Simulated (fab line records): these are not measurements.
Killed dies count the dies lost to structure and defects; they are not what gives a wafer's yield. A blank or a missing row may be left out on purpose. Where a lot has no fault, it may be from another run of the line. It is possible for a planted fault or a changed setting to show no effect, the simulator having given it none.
Which tool was responsible? + flow n5-finfet + 9 lots, 27 wafers sampled, at 1 step of a route of 1938

## WHAT THE GAUGES READ, wafer by wafer
N5_BEOL_M4_RC_MEAS_101.
| lot  | measured     | on        | DIBL_N (mV/V)  |
|------|--------------|-----------|----------------|
| L898 | day 11 01:40 | prober-02 | 36.6 37.0 36.9 |
| L899 | day 11 11:25 | prober-02 | 36.1 36.5 35.3 |
| L901 | day 11 14:50 | prober-02 | 36.9 36.6 36.5 |
| L902 | day 11 17:20 | prober-02 | 35.8 35.8 35.5 |
| L907 | day 13 02:37 | prober-01 | 36.6 36.0 37.1 |
| L912 | day 14 11:44 | prober-01 | 36.2 35.3 34.6 |
| L913 | day 14 12:09 | prober-02 | 38.8 36.4 38.4 |
| L911 | day 14 13:41 | prober-01 | 36.9 35.9 35.0 |
| L917 | day 16 07:52 | prober-02 | 38.1 37.7 39.2 |

## EACH LOT AND THE TOOL THAT RAN IT (in order: tool; ch and the chambers of the sampled wafers; start)
Record: no process step prior to these readings.

## THE ANSWER, worked out from the rows above alone
Rule: what is usual is taken from the lots themselves. The widest of any qualifying gaps counts: lots, ordered by their means at a reading, are off when they make up no more than a third of the lots, leave a main group of 4 or more, and stand apart from it by 3 or more times the standard deviation of that group's means. A main group is skipped when, at the precision printed for the reading in the tables above, its means are all equal. A lot without any number at a reading at which 4 lots or more have one is off too. All remaining lots with rows at the step are treated as sound.
Nothing can be told from this: no lot is off at any reading shown.

## WHAT THE SIMULATOR PUT IN
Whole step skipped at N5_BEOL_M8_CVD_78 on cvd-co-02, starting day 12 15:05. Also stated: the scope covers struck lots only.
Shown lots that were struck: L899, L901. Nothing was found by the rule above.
